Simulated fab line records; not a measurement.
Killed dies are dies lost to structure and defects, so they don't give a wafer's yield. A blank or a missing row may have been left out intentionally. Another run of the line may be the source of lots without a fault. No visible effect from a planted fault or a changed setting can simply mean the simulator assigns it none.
Matching of chambers -- flow n5Finfet -- N5_FIN_SAQP_ETCH_65 on rieSi-02 has 4 sister chambers
The step etches SiO2 in CF4, target depth 4 nm, time 4.4 s. 14 wafers are shown with their chamber, then 7 later ones without.

== WAFERS WITH THEIR CHAMBER ==
wafer,chamber,throttleValvePct (%),drypumpMotorCurrentA (A),oesProductAu (a.u.)
L075.2,0,21.94,6.6,0.986
L075.5,3,21.75,6.2,0.954
L075.6,2,22.00,5.4,1.031
L080.3,0,21.95,6.6,1.001
L080.4,2,22.01,5.4,1.031
L080.5,2,22.00,5.3,1.034
L084.1,1,21.31,5.8,0.956
L084.3,2,22.01,5.4,1.037
L084.4,3,21.76,6.1,0.955
L085.1,3,21.75,6.1,0.949
L085.4,0,21.95,6.6,0.989
L085.6,1,21.30,5.8,0.954
L086.1,3,21.75,6.2,0.960
L086.3,1,21.32,5.8,0.969

SIGNATURES, as means of the wafers listed above
reading,chamber 0,chamber 1,chamber 2,chamber 3,scatter within a chamber
throttleValvePct,21.9467,21.3100,22.0050,21.7525,0.00665
drypumpMotorCurrentA,6.600,5.800,5.375,6.150,0.0418
oesProductAu,0.99200,0.95967,1.03325,0.95450,0.00587
Rule: a wafer's distance from a chamber is the root of the sum, over the readings, of the square of ((its reading less the chamber's mean) divided by the reading's scatter). The wafer belongs to the nearest chamber; if the next one is less than 2 further off, it can't be placed. How the scatter is found: for the shown wafers, subtract from each reading the mean of its chamber, square and add these, divide the total by (wafers less chambers), then take the root.

== WAFERS MISSING THEIR CHAMBER ==
wafer,throttleValvePct (%),drypumpMotorCurrentA (A),oesProductAu (a.u.)
L086.5,21.74,6.2,0.962
L096.1,21.96,6.6,0.985
L096.3,21.74,6.2,0.959
L096.5,21.96,6.6,0.994
L097.1,21.31,5.8,0.953
L097.3,21.99,5.3,1.020
L097.5,21.74,6.2,0.962

== WHICH CHAMBER EACH ONE RAN IN ==
wafer,from the rows above,in truth
L086.5,3,3
L096.1,0,0
L096.3,3,3
L096.5,0,0
L097.1,1,1
L097.3,2,2
L097.5,3,3
7 of 7 placed correctly. Not placeable from these rows: 0. Number placed wrongly: 0.
